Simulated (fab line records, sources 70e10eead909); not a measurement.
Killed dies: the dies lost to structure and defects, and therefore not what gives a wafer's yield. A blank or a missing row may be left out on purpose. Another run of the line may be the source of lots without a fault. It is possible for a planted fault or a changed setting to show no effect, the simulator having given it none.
Matching of chambers :: flow nandHarc :: NHARC_A_CHANNEL_HOLE_D1_DESCUM_15 on rieDiel-08: 4 sister chambers
The step chemistry O2, time 3 s. 8 wafers are shown with their chamber, then 7 later ones without.

## WAFERS PAIRED WITH THEIR CHAMBERS
wafer: L729.3
chamber: 1
showerheadPlenumPTorr (Torr): 1.84
drypumpMotorCurrentA (A): 5.3

wafer: L730.3
chamber: 0
showerheadPlenumPTorr (Torr): 1.90
drypumpMotorCurrentA (A): 5.0

wafer: L731.2
chamber: 1
showerheadPlenumPTorr (Torr): 1.84
drypumpMotorCurrentA (A): 5.3

wafer: L731.5
chamber: 2
showerheadPlenumPTorr (Torr): 2.04
drypumpMotorCurrentA (A): 6.3

wafer: L734.1
chamber: 2
showerheadPlenumPTorr (Torr): 2.04
drypumpMotorCurrentA (A): 6.2

wafer: L734.3
chamber: 0
showerheadPlenumPTorr (Torr): 1.90
drypumpMotorCurrentA (A): 5.0

wafer: L734.6
chamber: 3
showerheadPlenumPTorr (Torr): 1.90
drypumpMotorCurrentA (A): 5.6

wafer: L735.1
chamber: 3
showerheadPlenumPTorr (Torr): 1.89
drypumpMotorCurrentA (A): 5.6

## WAFERS WITHOUT THEIR CHAMBER
wafer: L735.2
showerheadPlenumPTorr (Torr): 2.04
drypumpMotorCurrentA (A): 6.2

wafer: L735.4
showerheadPlenumPTorr (Torr): 1.83
drypumpMotorCurrentA (A): 5.3

wafer: L737.4
showerheadPlenumPTorr (Torr): 2.04
drypumpMotorCurrentA (A): 6.2

wafer: L738.5
showerheadPlenumPTorr (Torr): 2.04
drypumpMotorCurrentA (A): 6.2

wafer: L746.2
showerheadPlenumPTorr (Torr): 1.89
drypumpMotorCurrentA (A): 5.6

wafer: L746.3
showerheadPlenumPTorr (Torr): 2.04
drypumpMotorCurrentA (A): 6.2

wafer: L746.4
showerheadPlenumPTorr (Torr): 1.83
drypumpMotorCurrentA (A): 5.3

## THE CHAMBER EACH PASSED THROUGH
wafer: L735.2
from the rows above: 2
in truth: 2

wafer: L735.4
from the rows above: 1
in truth: 1

wafer: L737.4
from the rows above: 2
in truth: 2

wafer: L738.5
from the rows above: 2
in truth: 2

wafer: L746.2
from the rows above: 3
in truth: 3

wafer: L746.3
from the rows above: 2
in truth: 2

wafer: L746.4
from the rows above: 1
in truth: 1
7 of 7 placed correctly. Not placeable from these rows: 0. Placed wrongly: 0.
How it was worked out, from the rows above alone: a wafer's distance from a chamber is the root of the sum, over the readings, of the square of ((its reading less the chamber's mean) divided by the reading's scatter). The wafer belongs to the nearest chamber; if the next one is less than 2 further off, it can't be placed. For every chamber, the mean is computed from those of its wafers that are shown. The scatter: take each reading less its chamber's mean, square it, sum over the shown wafers, divide by the number of wafers less the number of chambers, and take the root.
